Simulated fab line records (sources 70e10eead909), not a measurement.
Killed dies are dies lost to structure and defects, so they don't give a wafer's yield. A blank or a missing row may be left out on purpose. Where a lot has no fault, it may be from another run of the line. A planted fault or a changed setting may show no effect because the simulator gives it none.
fab line records / flow nand_harc
record lots=5 wafers=14 last_day=24
route steps=1159 shown P_M1@291
lots that met no fault: from a run of the same line without faults
start_h: hours from the record's opening day to when the first of the lot's shown wafers began / wait_h: hours since the lot's step before / " same as the row above / L1.1+2: one row covering several wafers at once / - no value, or no start was given / * or withheld: withheld / < > ~ a bound
route shown NAME@n: a module of which the file shows steps, and the number in the route of the first / usual: average and standard deviation across the fault-free wafers / same: alike in all rows / chamber/n: place in a boat / sites: each site's reading / _std_site: how widely they spread, as a standard deviation / _edge_site: outer sites' mean less inner sites' / radius_mm: for every site, how far away it sits from the centre of the wafer / mask NAME#n: copy n / behind: the tool/chamber that last shaped the wafer / hold: what put the lot on hold/how long, in hours/how the hold closed / device: the transistor (n, p or np) that didn't switch / end of line: the same wafers' tests at the end of the route / a step without rows: its recipe alone / killed: not the wafer's yield, but the dies lost to structure and defects at the first sort / map: shows each die of a wafer: x if killed, . if not, _ if none is there
set.NAME: setting as actually run; set.NAME@STEP: the setting as run at that earlier step / model.NAME: the simulator's own value behind a step, which no gauge read
a table for each step, a row for each wafer; lots at some steps of the route
services: from which hour (start_h, from the record's first day; less than 0 if before it) a tool's chamber was out of use, for how many hours, and why
## steps
# step NHARC_P_M1_EBR_05
# step NHARC_P_M1_EXPOSE_06
# recipe na=1.35 target_cd_nm=130 dose_mj=81.88 mask_id=P_M1
# step NHARC_P_M1_PEB_07
# recipe peb_temp_c=100 peb_time_s=65
# step NHARC_P_M1_DEVELOP_08
# recipe develop_time_s=35 dev_temp_c=23
# step NHARC_P_M1_CD_MEAS_09
# recipe target_cd_nm=130 landing_energy_ev=500
# usual cd_nm=129.6/0.67
lot.wafer=L164.1 tool=cd_sem-03 chamber=0 start_h=129.53 wait_h=- cd_nm=129.6
lot.wafer=L164.3 tool=cd_sem-03 chamber=0 start_h=129.53 wait_h=- cd_nm=129.1
lot.wafer=L164.4 tool=cd_sem-03 chamber=0 start_h=129.53 wait_h=- cd_nm=129.4
lot.wafer=L166.1 tool=cd_sem-02 chamber=0 start_h=140.35 wait_h=- cd_nm=129.8
lot.wafer=L166.4 tool=cd_sem-02 chamber=0 start_h=140.35 wait_h=- cd_nm=130.6
lot.wafer=L166.5 tool=cd_sem-02 chamber=0 start_h=140.35 wait_h=- cd_nm=131.4
lot.wafer=L171.2 tool=cd_sem-01 chamber=0 start_h=185.43 wait_h=- cd_nm=129.3
lot.wafer=L171.6 tool=cd_sem-01 chamber=0 start_h=185.43 wait_h=- cd_nm=130.3
lot.wafer=L175.3 tool=cd_sem-01 chamber=0 start_h=205.92 wait_h=- cd_nm=130.8
lot.wafer=L175.4 tool=cd_sem-01 chamber=0 start_h=205.92 wait_h=- cd_nm=130.6
lot.wafer=L175.5 tool=cd_sem-01 chamber=0 start_h=205.92 wait_h=- cd_nm=129.8
lot.wafer=L185.1 tool=cd_sem-01 chamber=0 start_h=251.63 wait_h=- cd_nm=129.4
lot.wafer=L185.4 tool=cd_sem-01 chamber=0 start_h=251.63 wait_h=- cd_nm=129.2
lot.wafer=L185.5 tool=cd_sem-01 chamber=0 start_h=251.63 wait_h=- cd_nm=128.3
# step NHARC_P_M1_OVL_MEAS_10
# recipe pitch_nm=260
# usual overlay_x_nm=0.1/0.79 overlay_y_nm=-0.1/0.68
lot.wafer=L164.1 tool=overlay-02 chamber=- start_h=129.64 wait_h=- overlay_x_nm=0.2 overlay_y_nm=-0.1
lot.wafer=L164.3 tool=overlay-02 chamber=- start_h=129.64 wait_h=- overlay_x_nm=0.1 overlay_y_nm=-0.5
lot.wafer=L164.4 tool=overlay-02 chamber=- start_h=129.64 wait_h=- overlay_x_nm=0.4 overlay_y_nm=-0.6
lot.wafer=L166.1 tool=overlay-02 chamber=- start_h=140.44 wait_h=- overlay_x_nm=0.0 overlay_y_nm=0.1
lot.wafer=L166.4 tool=overlay-02 chamber=- start_h=140.44 wait_h=- overlay_x_nm=0.1 overlay_y_nm=-0.1
lot.wafer=L166.5 tool=overlay-02 chamber=- start_h=140.44 wait_h=- overlay_x_nm=-0.6 overlay_y_nm=-0.7
lot.wafer=L171.2 tool=overlay-01 chamber=- start_h=185.52 wait_h=- overlay_x_nm=-0.2 overlay_y_nm=0.0
lot.wafer=L171.6 tool=overlay-01 chamber=- start_h=185.52 wait_h=- overlay_x_nm=-0.1 overlay_y_nm=-0.2
lot.wafer=L175.3 tool=overlay-01 chamber=- start_h=206.01 wait_h=- overlay_x_nm=0.5 overlay_y_nm=0.0
lot.wafer=L175.4 tool=overlay-01 chamber=- start_h=206.01 wait_h=- overlay_x_nm=-0.6 overlay_y_nm=0.2
lot.wafer=L175.5 tool=overlay-01 chamber=- start_h=206.01 wait_h=- overlay_x_nm=0.2 overlay_y_nm=0.1
lot.wafer=L185.1 tool=overlay-01 chamber=- start_h=251.72 wait_h=- overlay_x_nm=-0.1 overlay_y_nm=-0.2
lot.wafer=L185.4 tool=overlay-01 chamber=- start_h=251.72 wait_h=- overlay_x_nm=0.2 overlay_y_nm=0.2
lot.wafer=L185.5 tool=overlay-01 chamber=- start_h=251.72 wait_h=- overlay_x_nm=-0.1 overlay_y_nm=-0.9
# step NHARC_P_M1_INSPECT_11
# usual raw_defect_count=4.1/2.4
lot.wafer=L164.1 tool=defect_inspect-01 chamber=- start_h=129.67 wait_h=0.0 raw_defect_count=1
lot.wafer=L164.3 tool=defect_inspect-01 chamber=- start_h=129.67 wait_h=0.0 raw_defect_count=3
lot.wafer=L164.4 tool=defect_inspect-01 chamber=- start_h=129.67 wait_h=0.0 raw_defect_count=6
lot.wafer=L166.1 tool=defect_inspect-01 chamber=- start_h=140.48 wait_h=0.0 raw_defect_count=7
lot.wafer=L166.4 tool=defect_inspect-01 chamber=- start_h=140.48 wait_h=0.0 raw_defect_count=4
lot.wafer=L166.5 tool=defect_inspect-01 chamber=- start_h=140.48 wait_h=0.0 raw_defect_count=6
lot.wafer=L171.2 tool=defect_inspect-01 chamber=- start_h=185.56 wait_h=0.0 raw_defect_count=3
lot.wafer=L171.6 tool=defect_inspect-01 chamber=- start_h=185.56 wait_h=0.0 raw_defect_count=3
lot.wafer=L175.3 tool=defect_inspect-02 chamber=- start_h=206.04 wait_h=0.0 raw_defect_count=3
lot.wafer=L175.4 tool=defect_inspect-02 chamber=- start_h=206.04 wait_h=0.0 raw_defect_count=3
lot.wafer=L175.5 tool=defect_inspect-02 chamber=- start_h=206.04 wait_h=0.0 raw_defect_count=2
lot.wafer=L185.1 tool=defect_inspect-01 chamber=- start_h=251.76 wait_h=0.0 raw_defect_count=3
lot.wafer=L185.4 tool=defect_inspect-01 chamber=- start_h=251.76 wait_h=0.0 raw_defect_count=5
lot.wafer=L185.5 tool=defect_inspect-01 chamber=- start_h=251.76 wait_h=0.0 raw_defect_count=3
# step NHARC_P_M1_DESCUM_14
# recipe time_s=3 o2_flow_sccm=200 ar_flow_sccm=0 bias_power_w=0 chemistry=O2
# usual drypump_motor_current_A=5.8/0.38 o2_flow_sccm=200.0/0.62 oes_product_au=0.998/0.015 rf_vpp_V=57.9/0.83 showerhead_plenum_p_Torr=1.96/0.068 throttle_valve_pct=11.311/0.0092
# same bias_power_w=0 time_s=3
lot.wafer=L164.1 tool=rie_diel-06 chamber=3 start_h=129.73 wait_h=0.1 drypump_motor_current_A=5.7 o2_flow_sccm=199.2 oes_product_au=1.026 rf_hours_counter_h=4 rf_vpp_V=56.3 showerhead_plenum_p_Torr=1.91 throttle_valve_pct=11.304
lot.wafer=L164.4 tool=rie_diel-06 chamber=0 start_h=129.73 wait_h=0.1 drypump_motor_current_A=5.5 o2_flow_sccm=199.5 oes_product_au=0.993 rf_hours_counter_h=4 rf_vpp_V=57.5 showerhead_plenum_p_Torr=1.96 throttle_valve_pct=11.307
lot.wafer=L164.3 tool=rie_diel-06 chamber=1 start_h=129.73 wait_h=0.1 drypump_motor_current_A=5.6 o2_flow_sccm=199.7 oes_product_au=0.997 rf_hours_counter_h=5 rf_vpp_V=56.1 showerhead_plenum_p_Torr=1.88 throttle_valve_pct=11.317
lot.wafer=L166.1 tool=rie_diel-12 chamber=0 start_h=140.54 wait_h=0.1 drypump_motor_current_A=6.4 o2_flow_sccm=200.0 oes_product_au=1.008 rf_hours_counter_h=3 rf_vpp_V=58.1 showerhead_plenum_p_Torr=2.05 throttle_valve_pct=11.291
lot.wafer=L166.5 tool=rie_diel-12 chamber=2 start_h=140.54 wait_h=0.1 drypump_motor_current_A=5.4 o2_flow_sccm=199.9 oes_product_au=0.992 rf_hours_counter_h=- rf_vpp_V=58.5 showerhead_plenum_p_Torr=1.92 throttle_valve_pct=11.305
lot.wafer=L166.4 tool=rie_diel-12 chamber=3 start_h=140.54 wait_h=0.1 drypump_motor_current_A=5.4 o2_flow_sccm=200.6 oes_product_au=0.987 rf_hours_counter_h=- rf_vpp_V=58.2 showerhead_plenum_p_Torr=2.03 throttle_valve_pct=11.303
lot.wafer=L171.2 tool=rie_diel-01 chamber=0 start_h=185.62 wait_h=0.1 drypump_motor_current_A=6.5 o2_flow_sccm=200.6 oes_product_au=0.992 rf_hours_counter_h=2 rf_vpp_V=57.4 showerhead_plenum_p_Torr=2.06 throttle_valve_pct=11.296
lot.wafer=L171.6 tool=rie_diel-01 chamber=0 start_h=185.62 wait_h=0.1 drypump_motor_current_A=6.5 o2_flow_sccm=200.5 oes_product_au=0.989 rf_hours_counter_h=- rf_vpp_V=58.8 showerhead_plenum_p_Torr=2.06 throttle_valve_pct=11.310
lot.wafer=L175.3 tool=rie_diel-01 chamber=2 start_h=206.10 wait_h=0.1 drypump_motor_current_A=5.8 o2_flow_sccm=200.5 oes_product_au=1.023 rf_hours_counter_h=3 rf_vpp_V=58.2 showerhead_plenum_p_Torr=1.91 throttle_valve_pct=11.326
lot.wafer=L175.4 tool=rie_diel-01 chamber=1 start_h=206.10 wait_h=0.1 drypump_motor_current_A=5.6 o2_flow_sccm=200.3 oes_product_au=0.970 rf_hours_counter_h=4 rf_vpp_V=57.5 showerhead_plenum_p_Torr=1.92 throttle_valve_pct=11.305
lot.wafer=L175.5 tool=rie_diel-01 chamber=3 start_h=206.10 wait_h=0.1 drypump_motor_current_A=5.8 o2_flow_sccm=199.8 oes_product_au=0.990 rf_hours_counter_h=- rf_vpp_V=57.7 showerhead_plenum_p_Torr=1.91 throttle_valve_pct=11.310
lot.wafer=L185.4 tool=rie_diel-12 chamber=2 start_h=251.82 wait_h=0.1 drypump_motor_current_A=5.4 o2_flow_sccm=199.4 oes_product_au=0.976 rf_hours_counter_h=1 rf_vpp_V=57.1 showerhead_plenum_p_Torr=1.92 throttle_valve_pct=11.298
lot.wafer=L185.1 tool=rie_diel-12 chamber=3 start_h=251.82 wait_h=0.1 drypump_motor_current_A=5.4 o2_flow_sccm=200.9 oes_product_au=1.002 rf_hours_counter_h=1 rf_vpp_V=59.1 showerhead_plenum_p_Torr=2.02 throttle_valve_pct=11.313
lot.wafer=L185.5 tool=rie_diel-12 chamber=3 start_h=251.82 wait_h=0.1 drypump_motor_current_A=5.4 o2_flow_sccm=200.2 oes_product_au=1.007 rf_hours_counter_h=- rf_vpp_V=58.4 showerhead_plenum_p_Torr=2.02 throttle_valve_pct=11.314
# step NHARC_P_M1_ETCH_35
# recipe target_depth_a=400 overetch_a=120 time_s=43.94 ion_energy_ev=200 n2_flow_sccm=150 h2_flow_sccm=150 ar_flow_sccm=0 rf_w=400 bias_w=150 chemistry=N2/H2
# usual drypump_motor_current_A=5.8/0.38 oes_product_au=0.998/0.015 rf_vpp_V=431.7/2.2 showerhead_plenum_p_Torr=2.08/0.074 throttle_valve_pct=14.172/0.0089
# same time_s=43.94
lot.wafer=L164.4 tool=rie_diel-06 chamber=3 start_h=129.82 wait_h=0.1 drypump_motor_current_A=5.6 oes_product_au=1.026 rf_hours_counter_h=4 rf_vpp_V=430.6 showerhead_plenum_p_Torr=2.03 throttle_valve_pct=14.170
lot.wafer=L164.3 tool=rie_diel-06 chamber=0 start_h=129.82 wait_h=0.1 drypump_motor_current_A=5.5 oes_product_au=0.984 rf_hours_counter_h=4 rf_vpp_V=432.2 showerhead_plenum_p_Torr=2.10 throttle_valve_pct=14.177
lot.wafer=L164.1 tool=rie_diel-06 chamber=1 start_h=129.82 wait_h=0.1 drypump_motor_current_A=5.7 oes_product_au=0.994 rf_hours_counter_h=5 rf_vpp_V=429.8 showerhead_plenum_p_Torr=2.00 throttle_valve_pct=14.172
lot.wafer=L166.1 tool=rie_diel-12 chamber=3 start_h=140.66 wait_h=0.1 drypump_motor_current_A=5.4 oes_product_au=0.995 rf_hours_counter_h=2 rf_vpp_V=433.9 showerhead_plenum_p_Torr=2.16 throttle_valve_pct=14.158
lot.wafer=L166.5 tool=rie_diel-12 chamber=2 start_h=140.66 wait_h=0.1 drypump_motor_current_A=5.4 oes_product_au=0.993 rf_hours_counter_h=- rf_vpp_V=432.0 showerhead_plenum_p_Torr=2.04 throttle_valve_pct=14.166
lot.wafer=L166.4 tool=rie_diel-12 chamber=3 start_h=140.66 wait_h=0.1 drypump_motor_current_A=5.4 oes_product_au=1.001 rf_hours_counter_h=- rf_vpp_V=435.6 showerhead_plenum_p_Torr=2.16 throttle_valve_pct=14.179
lot.wafer=L171.2 tool=rie_diel-01 chamber=2 start_h=185.71 wait_h=0.1 drypump_motor_current_A=5.8 oes_product_au=1.014 rf_hours_counter_h=1 rf_vpp_V=430.8 showerhead_plenum_p_Torr=2.04 throttle_valve_pct=14.189
lot.wafer=L171.6 tool=rie_diel-01 chamber=1 start_h=185.71 wait_h=0.1 drypump_motor_current_A=5.5 oes_product_au=0.973 rf_hours_counter_h=- rf_vpp_V=428.8 showerhead_plenum_p_Torr=2.05 throttle_valve_pct=14.161
lot.wafer=L175.4 tool=rie_diel-01 chamber=2 start_h=206.19 wait_h=0.1 drypump_motor_current_A=5.7 oes_product_au=1.011 rf_hours_counter_h=3 rf_vpp_V=427.9 showerhead_plenum_p_Torr=2.04 throttle_valve_pct=14.175
lot.wafer=L175.3 tool=rie_diel-01 chamber=1 start_h=206.19 wait_h=0.1 drypump_motor_current_A=5.5 oes_product_au=0.973 rf_hours_counter_h=4 rf_vpp_V=430.6 showerhead_plenum_p_Torr=2.05 throttle_valve_pct=14.176
lot.wafer=L175.5 tool=rie_diel-01 chamber=2 start_h=206.19 wait_h=0.1 drypump_motor_current_A=5.8 oes_product_au=1.011 rf_hours_counter_h=- rf_vpp_V=430.7 showerhead_plenum_p_Torr=2.04 throttle_valve_pct=14.182
lot.wafer=L185.4 tool=rie_diel-12 chamber=1 start_h=251.91 wait_h=0.1 drypump_motor_current_A=6.1 oes_product_au=1.018 rf_hours_counter_h=1 rf_vpp_V=428.3 showerhead_plenum_p_Torr=1.97 throttle_valve_pct=14.167
lot.wafer=L185.1 tool=rie_diel-12 chamber=2 start_h=251.91 wait_h=0.1 drypump_motor_current_A=5.4 oes_product_au=0.970 rf_hours_counter_h=1 rf_vpp_V=429.3 showerhead_plenum_p_Torr=2.04 throttle_valve_pct=14.185
lot.wafer=L185.5 tool=rie_diel-12 chamber=0 start_h=251.91 wait_h=0.1 drypump_motor_current_A=6.4 oes_product_au=0.991 rf_hours_counter_h=- rf_vpp_V=434.0 showerhead_plenum_p_Torr=2.19 throttle_valve_pct=14.179
# step NHARC_P_M1_ETCH_15
# recipe target_depth_a=1825 time_s=91.2 c4f8_flow_sccm=withheld ar_flow_sccm=400 rf_w=600 bias_w=300 chemistry=C4F8/Ar
# usual oes_product_au=0.953/0.021 rf_vpp_V=442.2/2.3
# same time_s=91.2
lot.wafer=L164.4 tool=rie_diel-06 chamber=1 start_h=- wait_h=- oes_product_au=0.966 rf_hours_counter_h=5 rf_vpp_V=440.9
lot.wafer=L164.3 tool=rie_diel-06 chamber=2 start_h=- wait_h=- oes_product_au=0.984 rf_hours_counter_h=5 rf_vpp_V=443.9
lot.wafer=L164.1 tool=rie_diel-06 chamber=3 start_h=- wait_h=- oes_product_au=0.977 rf_hours_counter_h=4 rf_vpp_V=439.7
lot.wafer=L166.1 tool=rie_diel-12 chamber=0 start_h=- wait_h=- oes_product_au=0.940 rf_hours_counter_h=3 rf_vpp_V=444.6
lot.wafer=L166.4 tool=rie_diel-12 chamber=3 start_h=- wait_h=- oes_product_au=0.916 rf_hours_counter_h=- rf_vpp_V=445.0
lot.wafer=L166.5 tool=rie_diel-12 chamber=0 start_h=- wait_h=- oes_product_au=0.928 rf_hours_counter_h=- rf_vpp_V=445.4
lot.wafer=L171.2 tool=rie_diel-01 chamber=1 start_h=- wait_h=- oes_product_au=0.944 rf_hours_counter_h=3 rf_vpp_V=441.1
lot.wafer=L171.6 tool=rie_diel-01 chamber=2 start_h=- wait_h=- oes_product_au=0.965 rf_hours_counter_h=- rf_vpp_V=442.5
lot.wafer=L175.4 tool=rie_diel-01 chamber=3 start_h=- wait_h=- oes_product_au=0.960 rf_hours_counter_h=4 rf_vpp_V=440.0
lot.wafer=L175.3 tool=rie_diel-01 chamber=0 start_h=- wait_h=- oes_product_au=0.976 rf_hours_counter_h=4 rf_vpp_V=444.0
lot.wafer=L175.5 tool=rie_diel-01 chamber=3 start_h=- wait_h=- oes_product_au=0.959 rf_hours_counter_h=- rf_vpp_V=440.5
lot.wafer=L185.1 tool=rie_diel-12 chamber=3 start_h=- wait_h=- oes_product_au=0.968 rf_hours_counter_h=1 rf_vpp_V=443.5
lot.wafer=L185.4 tool=rie_diel-12 chamber=0 start_h=- wait_h=- oes_product_au=0.978 rf_hours_counter_h=1 rf_vpp_V=446.0
lot.wafer=L185.5 tool=rie_diel-12 chamber=3 start_h=- wait_h=- oes_product_au=0.971 rf_hours_counter_h=- rf_vpp_V=444.9
# step NHARC_P_M1_CD_MEAS_16
# usual cd_nm=129.6/0.97
lot.wafer=L164.1 tool=cd_sem-01 chamber=- start_h=130.04 wait_h=- cd_nm=128.8
lot.wafer=L164.3 tool=cd_sem-01 chamber=- start_h=130.04 wait_h=- cd_nm=128.5
lot.wafer=L164.4 tool=cd_sem-01 chamber=- start_h=130.04 wait_h=- cd_nm=129.4
lot.wafer=L166.1 tool=cd_sem-02 chamber=- start_h=140.89 wait_h=- cd_nm=130.8
lot.wafer=L166.4 tool=cd_sem-02 chamber=- start_h=140.89 wait_h=- cd_nm=130.1
lot.wafer=L166.5 tool=cd_sem-02 chamber=- start_h=140.89 wait_h=- cd_nm=131.7
lot.wafer=L171.2 tool=cd_sem-03 chamber=- start_h=186.04 wait_h=- cd_nm=129.3
lot.wafer=L171.6 tool=cd_sem-03 chamber=- start_h=186.04 wait_h=- cd_nm=130.1
lot.wafer=L175.3 tool=cd_sem-02 chamber=- start_h=206.41 wait_h=- cd_nm=130.2
lot.wafer=L175.4 tool=cd_sem-02 chamber=- start_h=206.41 wait_h=- cd_nm=132.0
lot.wafer=L175.5 tool=cd_sem-02 chamber=- start_h=206.41 wait_h=- cd_nm=128.7
lot.wafer=L185.1 tool=cd_sem-03 chamber=- start_h=252.12 wait_h=- cd_nm=129.4
lot.wafer=L185.4 tool=cd_sem-03 chamber=- start_h=252.12 wait_h=- cd_nm=129.4
lot.wafer=L185.5 tool=cd_sem-03 chamber=- start_h=252.12 wait_h=- cd_nm=127.8
# step NHARC_P_M1_STRIP_18
# recipe power_w=1000 n2_flow_sccm=150 h2_flow_sccm=150 ar_flow_sccm=0 bias_w=0 chemistry=N2/H2
# usual drypump_motor_current_A=5.7/0.36 oes_product_au=1.001/0.014 rf_vpp_V=90.9/0.9 showerhead_plenum_p_Torr=2.08/0.073 throttle_valve_pct=14.172/0.0096
lot.wafer=L164.3 tool=rie_diel-12 chamber=0 start_h=130.11 wait_h=0.1 drypump_motor_current_A=6.4 oes_product_au=1.005 rf_hours_counter_h=3 rf_vpp_V=91.5 showerhead_plenum_p_Torr=2.19 throttle_valve_pct=14.167
lot.wafer=L164.1 tool=rie_diel-12 chamber=3 start_h=130.11 wait_h=0.1 drypump_motor_current_A=5.4 oes_product_au=1.003 rf_hours_counter_h=2 rf_vpp_V=90.9 showerhead_plenum_p_Torr=2.16 throttle_valve_pct=14.170
lot.wafer=L164.4 tool=rie_diel-12 chamber=3 start_h=130.11 wait_h=0.1 drypump_motor_current_A=5.4 oes_product_au=0.996 rf_hours_counter_h=- rf_vpp_V=92.2 showerhead_plenum_p_Torr=2.16 throttle_valve_pct=14.155
lot.wafer=L166.4 tool=rie_diel-06 chamber=3 start_h=140.99 wait_h=0.1 drypump_motor_current_A=5.6 oes_product_au=1.021 rf_hours_counter_h=5 rf_vpp_V=90.1 showerhead_plenum_p_Torr=2.03 throttle_valve_pct=14.166
lot.wafer=L166.1 tool=rie_diel-06 chamber=1 start_h=140.99 wait_h=0.1 drypump_motor_current_A=5.7 oes_product_au=0.997 rf_hours_counter_h=5 rf_vpp_V=90.8 showerhead_plenum_p_Torr=2.00 throttle_valve_pct=14.188
lot.wafer=L166.5 tool=rie_diel-06 chamber=3 start_h=140.99 wait_h=0.1 drypump_motor_current_A=5.6 oes_product_au=1.026 rf_hours_counter_h=- rf_vpp_V=89.8 showerhead_plenum_p_Torr=2.03 throttle_valve_pct=14.163
lot.wafer=L171.2 tool=rie_diel-12 chamber=3 start_h=186.19 wait_h=0.1 drypump_motor_current_A=5.4 oes_product_au=0.986 rf_hours_counter_h=3 rf_vpp_V=92.9 showerhead_plenum_p_Torr=2.16 throttle_valve_pct=14.192
lot.wafer=L171.6 tool=rie_diel-12 chamber=1 start_h=186.19 wait_h=0.1 drypump_motor_current_A=6.1 oes_product_au=1.007 rf_hours_counter_h=- rf_vpp_V=89.9 showerhead_plenum_p_Torr=1.97 throttle_valve_pct=14.183
lot.wafer=L175.4 tool=rie_diel-06 chamber=3 start_h=206.53 wait_h=0.1 drypump_motor_current_A=5.7 oes_product_au=1.022 rf_hours_counter_h=8 rf_vpp_V=91.0 showerhead_plenum_p_Torr=2.03 throttle_valve_pct=14.175
lot.wafer=L175.3 tool=rie_diel-06 chamber=0 start_h=206.53 wait_h=0.1 drypump_motor_current_A=5.5 oes_product_au=0.998 rf_hours_counter_h=7 rf_vpp_V=90.9 showerhead_plenum_p_Torr=2.10 throttle_valve_pct=14.176
lot.wafer=L175.5 tool=rie_diel-06 chamber=1 start_h=206.53 wait_h=0.1 drypump_motor_current_A=5.6 oes_product_au=0.996 rf_hours_counter_h=- rf_vpp_V=90.8 showerhead_plenum_p_Torr=2.00 throttle_valve_pct=14.162
lot.wafer=L185.1 tool=rie_diel-06 chamber=2 start_h=252.20 wait_h=0.1 drypump_motor_current_A=5.2 oes_product_au=1.008 rf_hours_counter_h=1 rf_vpp_V=90.7 showerhead_plenum_p_Torr=2.15 throttle_valve_pct=14.177
lot.wafer=L185.4 tool=rie_diel-06 chamber=1 start_h=252.20 wait_h=0.1 drypump_motor_current_A=5.6 oes_product_au=1.002 rf_hours_counter_h=0 rf_vpp_V=90.3 showerhead_plenum_p_Torr=2.00 throttle_valve_pct=14.162
lot.wafer=L185.5 tool=rie_diel-06 chamber=2 start_h=252.20 wait_h=0.1 drypump_motor_current_A=5.2 oes_product_au=1.008 rf_hours_counter_h=- rf_vpp_V=91.0 showerhead_plenum_p_Torr=2.15 throttle_valve_pct=14.177
# step NHARC_P_M1_ETCH_28
# recipe target_depth_a=300 over_etch_frac=0.3 time_s=72.99 ion_energy_ev=150 cf4_flow_sccm=50 n2_flow_sccm=100 ar_flow_sccm=150 rf_w=300 bias_w=100 chemistry=CF4/N2
# usual drypump_motor_current_A=5.7/0.38 oes_product_au=1.003/0.014 rf_vpp_V=315.2/1.8 showerhead_plenum_p_Torr=2.68/0.088 throttle_valve_pct=19.795/0.0094
# same time_s=72.99
lot.wafer=L164.1 tool=rie_diel-12 chamber=3 start_h=130.47 wait_h=- drypump_motor_current_A=5.4 oes_product_au=0.991 rf_hours_counter_h=2 rf_vpp_V=317.3 showerhead_plenum_p_Torr=2.77 throttle_valve_pct=19.784
lot.wafer=L164.3 tool=rie_diel-12 chamber=0 start_h=130.47 wait_h=- drypump_motor_current_A=6.4 oes_product_au=1.011 rf_hours_counter_h=3 rf_vpp_V=317.7 showerhead_plenum_p_Torr=2.81 throttle_valve_pct=19.797
lot.wafer=L164.4 tool=rie_diel-12 chamber=2 start_h=130.47 wait_h=- drypump_motor_current_A=5.4 oes_product_au=0.989 rf_hours_counter_h=- rf_vpp_V=315.0 showerhead_plenum_p_Torr=2.63 throttle_valve_pct=19.794
lot.wafer=L166.1 tool=rie_diel-06 chamber=2 start_h=141.21 wait_h=- drypump_motor_current_A=5.2 oes_product_au=0.998 rf_hours_counter_h=6 rf_vpp_V=316.0 showerhead_plenum_p_Torr=2.75 throttle_valve_pct=19.787
lot.wafer=L166.4 tool=rie_diel-06 chamber=0 start_h=141.21 wait_h=- drypump_motor_current_A=5.6 oes_product_au=0.992 rf_hours_counter_h=5 rf_vpp_V=315.1 showerhead_plenum_p_Torr=2.69 throttle_valve_pct=19.802
lot.wafer=L166.5 tool=rie_diel-06 chamber=1 start_h=141.21 wait_h=- drypump_motor_current_A=5.7 oes_product_au=0.998 rf_hours_counter_h=- rf_vpp_V=315.1 showerhead_plenum_p_Torr=2.58 throttle_valve_pct=19.792
lot.wafer=L171.2 tool=rie_diel-12 chamber=3 start_h=186.36 wait_h=- drypump_motor_current_A=5.4 oes_product_au=0.988 rf_hours_counter_h=3 rf_vpp_V=315.6 showerhead_plenum_p_Torr=2.77 throttle_valve_pct=19.790
lot.wafer=L171.6 tool=rie_diel-12 chamber=0 start_h=186.36 wait_h=- drypump_motor_current_A=6.4 oes_product_au=0.820 rf_hours_counter_h=- rf_vpp_V=316.8 showerhead_plenum_p_Torr=2.80 throttle_valve_pct=19.792
lot.wafer=L175.3 tool=rie_diel-06 chamber=2 start_h=206.73 wait_h=- drypump_motor_current_A=5.2 oes_product_au=1.015 rf_hours_counter_h=9 rf_vpp_V=317.5 showerhead_plenum_p_Torr=2.75 throttle_valve_pct=19.801
lot.wafer=L175.4 tool=rie_diel-06 chamber=3 start_h=206.73 wait_h=- drypump_motor_current_A=5.7 oes_product_au=1.017 rf_hours_counter_h=8 rf_vpp_V=313.5 showerhead_plenum_p_Torr=2.62 throttle_valve_pct=19.785
lot.wafer=L175.5 tool=rie_diel-06 chamber=2 start_h=206.73 wait_h=- drypump_motor_current_A=5.2 oes_product_au=1.014 rf_hours_counter_h=- rf_vpp_V=316.1 showerhead_plenum_p_Torr=2.75 throttle_valve_pct=19.794
lot.wafer=L185.4 tool=rie_diel-06 chamber=3 start_h=252.44 wait_h=- drypump_motor_current_A=5.6 oes_product_au=1.029 rf_hours_counter_h=1 rf_vpp_V=315.3 showerhead_plenum_p_Torr=2.62 throttle_valve_pct=19.791
lot.wafer=L185.1 tool=rie_diel-06 chamber=0 start_h=252.44 wait_h=- drypump_motor_current_A=5.5 oes_product_au=0.995 rf_hours_counter_h=0 rf_vpp_V=314.9 showerhead_plenum_p_Torr=2.69 throttle_valve_pct=19.801
lot.wafer=L185.5 tool=rie_diel-06 chamber=2 start_h=252.44 wait_h=- drypump_motor_current_A=5.2 oes_product_au=1.010 rf_hours_counter_h=- rf_vpp_V=316.0 showerhead_plenum_p_Torr=2.75 throttle_valve_pct=19.783
# step NHARC_P_M1_STRIP_19
# recipe time_s=600 temp_c=30 chemistry=post_etch_residue_remover
## services
tool=rie_diel-12 chamber=0 start_h=107.92 hours=- kind=clean
tool=rie_diel-12 chamber=1 start_h=107.92 hours=- kind=clean
tool=rie_diel-12 chamber=2 start_h=107.92 hours=- kind=clean
tool=rie_diel-12 chamber=3 start_h=107.92 hours=- kind=clean
tool=rie_diel-12 chamber=1 start_h=122.14 hours=21.0 kind=repair
tool=rie_diel-01 chamber=2 start_h=128.26 hours=7.2 kind=repair
tool=rie_diel-12 chamber=0 start_h=132.42 hours=- kind=clean
tool=rie_diel-12 chamber=2 start_h=132.42 hours=- kind=clean
tool=rie_diel-12 chamber=3 start_h=132.42 hours=- kind=clean
tool=rie_diel-01 chamber=- start_h=138.09 hours=9.0 kind=pm
tool=rie_diel-12 chamber=- start_h=138.51 hours=0.4 kind=repair
tool=rie_diel-12 chamber=0 start_h=156.92 hours=- kind=clean
tool=rie_diel-12 chamber=1 start_h=156.92 hours=- kind=clean
tool=rie_diel-12 chamber=2 start_h=156.92 hours=- kind=clean
tool=rie_diel-12 chamber=3 start_h=156.92 hours=- kind=clean
tool=rie_diel-01 chamber=2 start_h=160.90 hours=5.5 kind=repair
tool=rie_diel-01 chamber=2 start_h=170.71 hours=1.5 kind=repair
tool=rie_diel-12 chamber=0 start_h=181.42 hours=- kind=clean
tool=rie_diel-12 chamber=1 start_h=181.42 hours=- kind=clean
tool=rie_diel-12 chamber=2 start_h=181.42 hours=- kind=clean
tool=rie_diel-12 chamber=- start_h=202.42 hours=9.0 kind=pm
tool=rie_diel-06 chamber=- start_h=212.17 hours=0.3 kind=repair
tool=rie_diel-01 chamber=1 start_h=231.47 hours=15.1 kind=repair
tool=rie_diel-06 chamber=- start_h=241.20 hours=9.0 kind=pm
## key
first_sign step=NHARC_P_M1_ETCH_28 reading=oes_product_au direction=down sigmas=13 usual=1.003 struck=0.820
effect none on later readings
met_at NHARC_P_M1_ETCH_28
struck_wafers L171.6
sort_left_out L171.6
onset_between 130.47 186.36
fault kind=process_parameter_drift tool=rie_diel-12 chamber=- onset_h=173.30 steps=NHARC_P_M1_ETCH_28 channel=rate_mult offset=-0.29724 shape=step end_h=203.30 scope=struck_wafers_only
# sort_left_out: the simulated sort isn't trusted on such a fault, so these wafers' sort isn't shown, and their yield isn't known
